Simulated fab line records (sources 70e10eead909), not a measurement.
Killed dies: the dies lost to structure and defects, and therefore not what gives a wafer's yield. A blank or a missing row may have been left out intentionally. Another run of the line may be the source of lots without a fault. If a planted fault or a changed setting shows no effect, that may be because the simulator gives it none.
Which of the tools did it? :: flow nand_harc :: 30 wafers from 10 lots sampled at 4 of the route's 1159 steps

WHAT EACH GAUGE READ, for each wafer
NHARC_END_SORT_01.
lot: L732
measured: day 20 23:11
on: prober-01
killed_at_array: 31 32 78
killed_at_other: 1 0 3
killed_at_periphery: 2 5 1
killed_dies: 34 37 82
killed_open: 3 1 1
killed_short: 1 1 4

EACH LOT AND THE TOOL THAT RAN IT (in order: tool; ch and the chambers of the sampled wafers; start)
lot: L728
NHARC_A_CONTACT_ETCH_76: rie_diel-13 ch 2,3, day 16 18:42
NHARC_A_M1_PVD_20: pvd_sputter-02, day 19 02:53 or earlier
NHARC_THIN_TSV_ETCH_36: rie_metal-03 ch 0,1, day 19 02:53

lot: L730
NHARC_A_CONTACT_ETCH_76: rie_diel-07 ch 1,2, day 16 20:41
NHARC_A_M1_PVD_20: pvd_sputter-02, day 19 01:19 or earlier
NHARC_THIN_TSV_ETCH_36: rie_metal-03 ch 0,1, day 19 01:19

lot: L729
NHARC_A_CONTACT_ETCH_76: rie_diel-05 ch 1,2,3, day 17 06:14
NHARC_A_M1_PVD_20: pvd_sputter-03, day 19 08:16 or earlier
NHARC_THIN_TSV_ETCH_36: rie_metal-03 ch 0,1, day 19 08:16

lot: L733
NHARC_A_CONTACT_ETCH_76: rie_diel-07 ch 0,1,2, day 17 07:09
NHARC_A_M1_PVD_20: pvd_sputter-02, day 19 09:13 or earlier
NHARC_THIN_TSV_ETCH_36: rie_metal-01 ch 0,1, day 19 09:13

lot: L732
NHARC_A_CONTACT_ETCH_76: rie_diel-05 ch 0,1,3, day 18 06:15
NHARC_A_M1_PVD_20: pvd_sputter-02, day 20 12:46 or earlier
NHARC_THIN_TSV_ETCH_36: rie_metal-01 ch 0,1, day 20 12:46

lot: L741
NHARC_A_CONTACT_ETCH_76: rie_diel-13 ch 0,1,3, day 20 08:51
NHARC_A_M1_PVD_20: pvd_sputter-01, day 23 02:21 or earlier
NHARC_THIN_TSV_ETCH_36: rie_metal-02 ch 0,1, day 23 02:21

lot: L747
NHARC_A_CONTACT_ETCH_76: rie_diel-13 ch 0,2,3, day 20 15:38
NHARC_A_M1_PVD_20: pvd_sputter-01, day 23 05:49 or earlier
NHARC_THIN_TSV_ETCH_36: rie_metal-03 ch 0,1, day 23 05:49

lot: L745
NHARC_A_CONTACT_ETCH_76: rie_diel-07 ch 1,2,3, day 20 17:11
NHARC_A_M1_PVD_20: pvd_sputter-03, day 23 07:02 or earlier
NHARC_THIN_TSV_ETCH_36: rie_metal-02 ch 0,1, day 23 07:02

lot: L750
NHARC_A_CONTACT_ETCH_76: rie_diel-13 ch 1,2,3, day 21 20:51
NHARC_A_M1_PVD_20: pvd_sputter-02, day 23 23:47 or earlier
NHARC_THIN_TSV_ETCH_36: rie_metal-02 ch 0,1, day 23 23:47

lot: L751
NHARC_A_CONTACT_ETCH_76: rie_diel-13 ch 0,1, day 22 04:07
NHARC_A_M1_PVD_20: pvd_sputter-02, day 24 06:37 or earlier
NHARC_THIN_TSV_ETCH_36: rie_metal-01 ch 0,1, day 24 06:37
- NHARC_A_CONTACT_ETCH_76: etches the open film in N2/H2, target depth 260 nm, time 475.3 s.
- NHARC_A_M1_PVD_20: deposits TaN, target thk 5 nm, time 8.06 s.
- NHARC_THIN_TSV_ETCH_36: etches the open film in Cl2/BCl3, target depth 65 nm, time 18.571 s.

WHAT THE TOOLS THEMSELVES READ (means of the sampled wafers that have a number; where no wafer has one, the mark that the record gives instead)
NHARC_A_CONTACT_ETCH_76.
lot: L728
tool: rie_diel-13
chamber_pressure_mTorr (mTorr): 30.02
drypump_motor_current_A (A): 5.9
oes_product_au (a.u.): 1.008
rf_vpp_V (V): 433.3
showerhead_plenum_p_Torr (Torr): 2.14
throttle_valve_pct (%): 14.171

lot: L730
tool: rie_diel-07
chamber_pressure_mTorr (mTorr): 30.02
drypump_motor_current_A (A): 6.0
oes_product_au (a.u.): 1.020
rf_vpp_V (V): 430.9
showerhead_plenum_p_Torr (Torr): 2.04
throttle_valve_pct (%): 14.168

lot: L729
tool: rie_diel-05
chamber_pressure_mTorr (mTorr): 30.01
drypump_motor_current_A (A): 5.6
oes_product_au (a.u.): 1.005
rf_vpp_V (V): 429.3
showerhead_plenum_p_Torr (Torr): 2.01
throttle_valve_pct (%): 14.171

lot: L733
tool: rie_diel-07
chamber_pressure_mTorr (mTorr): 30.00
drypump_motor_current_A (A): 6.1
oes_product_au (a.u.): 1.010
rf_vpp_V (V): 429.9
showerhead_plenum_p_Torr (Torr): 2.02
throttle_valve_pct (%): 14.172

lot: L732
tool: rie_diel-05
chamber_pressure_mTorr (mTorr): 29.99
drypump_motor_current_A (A): 5.3
oes_product_au (a.u.): 1.003
rf_vpp_V (V): 431.1
showerhead_plenum_p_Torr (Torr): 2.06
throttle_valve_pct (%): 14.180

lot: L741
tool: rie_diel-13
chamber_pressure_mTorr (mTorr): 30.01
drypump_motor_current_A (A): 5.6
oes_product_au (a.u.): 0.994
rf_vpp_V (V): 433.7
showerhead_plenum_p_Torr (Torr): 2.14
throttle_valve_pct (%): 14.171

lot: L747
tool: rie_diel-13
chamber_pressure_mTorr (mTorr): 29.99
drypump_motor_current_A (A): 5.7
oes_product_au (a.u.): 1.011
rf_vpp_V (V): 432.9
showerhead_plenum_p_Torr (Torr): 2.14
throttle_valve_pct (%): 14.172

lot: L745
tool: rie_diel-07
chamber_pressure_mTorr (mTorr): 30.02
drypump_motor_current_A (A): 5.9
oes_product_au (a.u.): 1.007
rf_vpp_V (V): 429.9
showerhead_plenum_p_Torr (Torr): 2.04
throttle_valve_pct (%): 14.171

lot: L750
tool: rie_diel-13
chamber_pressure_mTorr (mTorr): 29.98
drypump_motor_current_A (A): 5.7
oes_product_au (a.u.): 1.004
rf_vpp_V (V): 432.8
showerhead_plenum_p_Torr (Torr): 2.13
throttle_valve_pct (%): 14.169

lot: L751
tool: rie_diel-13
chamber_pressure_mTorr (mTorr): 29.99
drypump_motor_current_A (A): 5.6
oes_product_au (a.u.): 0.995
rf_vpp_V (V): 433.2
showerhead_plenum_p_Torr (Torr): 2.15
throttle_valve_pct (%): 14.169

NHARC_A_M1_PVD_20.
lot: L728
tool: pvd_sputter-02
throttle_valve_pct (%): 29.7

lot: L730
tool: pvd_sputter-02
throttle_valve_pct (%): 30.8

lot: L729
tool: pvd_sputter-03
throttle_valve_pct (%): 30.4

lot: L733
tool: pvd_sputter-02
throttle_valve_pct (%): 30.5

lot: L732
tool: pvd_sputter-02
throttle_valve_pct (%): 29.8

lot: L741
tool: pvd_sputter-01
throttle_valve_pct (%): 29.8

lot: L747
tool: pvd_sputter-01
throttle_valve_pct (%): 29.9

lot: L745
tool: pvd_sputter-03
throttle_valve_pct (%): 30.1

lot: L750
tool: pvd_sputter-02
throttle_valve_pct (%): 30.8

lot: L751
tool: pvd_sputter-02
throttle_valve_pct (%): 31.5

NHARC_THIN_TSV_ETCH_36.
lot: L728
tool: rie_metal-03
chamber_pressure_mTorr (mTorr): 9.997
drypump_motor_current_A (A): 5.4
oes_product_au (a.u.): 0.987

lot: L730
tool: rie_metal-03
chamber_pressure_mTorr (mTorr): 10.002
drypump_motor_current_A (A): 5.4
oes_product_au (a.u.): 0.983

lot: L729
tool: rie_metal-03
chamber_pressure_mTorr (mTorr): 10.001
drypump_motor_current_A (A): 5.2
oes_product_au (a.u.): 0.983

lot: L733
tool: rie_metal-01
chamber_pressure_mTorr (mTorr): 9.994
drypump_motor_current_A (A): 5.8
oes_product_au (a.u.): 0.995

lot: L732
tool: rie_metal-01
chamber_pressure_mTorr (mTorr): 10.004
drypump_motor_current_A (A): 5.8
oes_product_au (a.u.): 0.995

lot: L741
tool: rie_metal-02
chamber_pressure_mTorr (mTorr): 10.004
drypump_motor_current_A (A): 6.1
oes_product_au (a.u.): 0.995

lot: L747
tool: rie_metal-03
chamber_pressure_mTorr (mTorr): 9.999
drypump_motor_current_A (A): 5.4
oes_product_au (a.u.): 0.991

lot: L745
tool: rie_metal-02
chamber_pressure_mTorr (mTorr): 10.012
drypump_motor_current_A (A): 6.1
oes_product_au (a.u.): 0.991

lot: L750
tool: rie_metal-02
chamber_pressure_mTorr (mTorr): 10.002
drypump_motor_current_A (A): 6.2
oes_product_au (a.u.): 0.985

lot: L751
tool: rie_metal-01
chamber_pressure_mTorr (mTorr): 10.006
drypump_motor_current_A (A): 5.8
oes_product_au (a.u.): 1.008

THE ANSWER, worked out from the rows above alone
Rule: the lots themselves supply what counts as usual. Put in order of their means at a reading, lots are off if they are a third of the lots or fewer, leave a main group of 4 or more, and stand apart from it by a gap of 3 or more times the standard deviation of the main group's means; of several such gaps the widest counts. If all means in a main group match to the digits the tables above print for the reading, that group is not used. A lot without any number at a reading at which 4 lots or more have one is off too. Any other lot the step has rows for is counted as sound. First the gauges in route order, then the tools' own readings, where a lot's mean is used as printed above. At the first step where some lot is off, the reading lying furthest off is the one used; lots without a number count as furthest.
Off: L732, at NHARC_A_CONTACT_ETCH_76 (throttle_valve_pct). The main group has a mean of 14.170 % with a standard deviation of 0.0013.
A tool fits if, at that step or a process step before it, it ran every lot that is off, and no sound lot after the first of them. One fits: NHARC_A_CONTACT_ETCH_76 on rie_diel-05. A fault onset in the window from L729 (day 17 06:14, its last sound lot) to L732 (day 18 06:15, its first lot off) fits.
On the lots that are off, the tool's own readings at NHARC_A_CONTACT_ETCH_76 differ by more than 5 times the standard deviation of the sound lots' means, which bears it out; throttle_valve_pct reads 14.180 % there versus 14.170 % on the sound lots.

WHAT THE SIMULATOR PUT IN
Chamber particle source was rie_diel-05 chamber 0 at NHARC_A_CONTACT_ETCH_76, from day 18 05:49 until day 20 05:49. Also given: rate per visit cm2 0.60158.
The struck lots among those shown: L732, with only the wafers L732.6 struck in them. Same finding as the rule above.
